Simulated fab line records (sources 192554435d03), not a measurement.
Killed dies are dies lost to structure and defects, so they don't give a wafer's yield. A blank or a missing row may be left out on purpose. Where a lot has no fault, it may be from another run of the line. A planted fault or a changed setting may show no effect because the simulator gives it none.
Matching of chambers    flow n5Finfet    4 sister chambers for N5_HKMG_FIN_ETCH_55 on rieDiel-06
The step etches SOC in N2/H2, target depth 240 nm, time 300 s. 8 wafers are shown with their chamber, then 9 later ones without.

WAFERS PAIRED WITH THEIR CHAMBERS
wafer   chamber  drypumpMotorCurrentA (A)  throttleValvePct (%)
L081.4  0        5.5                       18.22
L086.6  2        5.5                       18.00
L091.1  3        5.3                       17.43
L091.2  2        5.5                       18.02
L091.5  1        4.9                       17.58
L092.1  3        5.3                       17.44
L092.2  1        5.0                       17.60
L092.3  0        5.6                       17.75

WAFERS MISSING THEIR CHAMBER
wafer   drypumpMotorCurrentA (A)  throttleValvePct (%)
L093.1  4.9                       17.59
L093.4  5.3                       17.45
L093.5  5.3                       17.45
L094.2  5.5                       18.03
L094.4  4.9                       17.59
L094.5  5.5                       17.74
L097.1  4.9                       17.60
L097.5  5.6                       17.77
L097.6  5.3                       17.46

CHAMBER TAKEN BY EACH
wafer   from the rows above      in truth
L093.1  1                        1
L093.4  3                        3
L093.5  3                        3
L094.2  can't be placed: 2 or 0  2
L094.4  1                        1
L094.5  can't be placed: 2 or 0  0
L097.1  1                        1
L097.5  can't be placed: 0 or 2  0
L097.6  3                        3
6 of 9 placed correctly. From these rows, 3 cannot be placed; in 3 the true chamber is one of the candidates. 0 placed wrongly.
How it was worked out, from the rows above alone: a wafer's distance from a chamber is the root of the sum, over the readings, of the square of ((its reading less the chamber's mean) divided by the reading's scatter). If the next closest chamber is less than 2 further off than the closest, the wafer can't be placed; otherwise it belongs to the closest. Each chamber's mean is taken over the wafers shown for it. How the scatter is found: for the shown wafers, subtract from each reading the mean of its chamber, square and add these, divide the total by (wafers less chambers), then take the root.
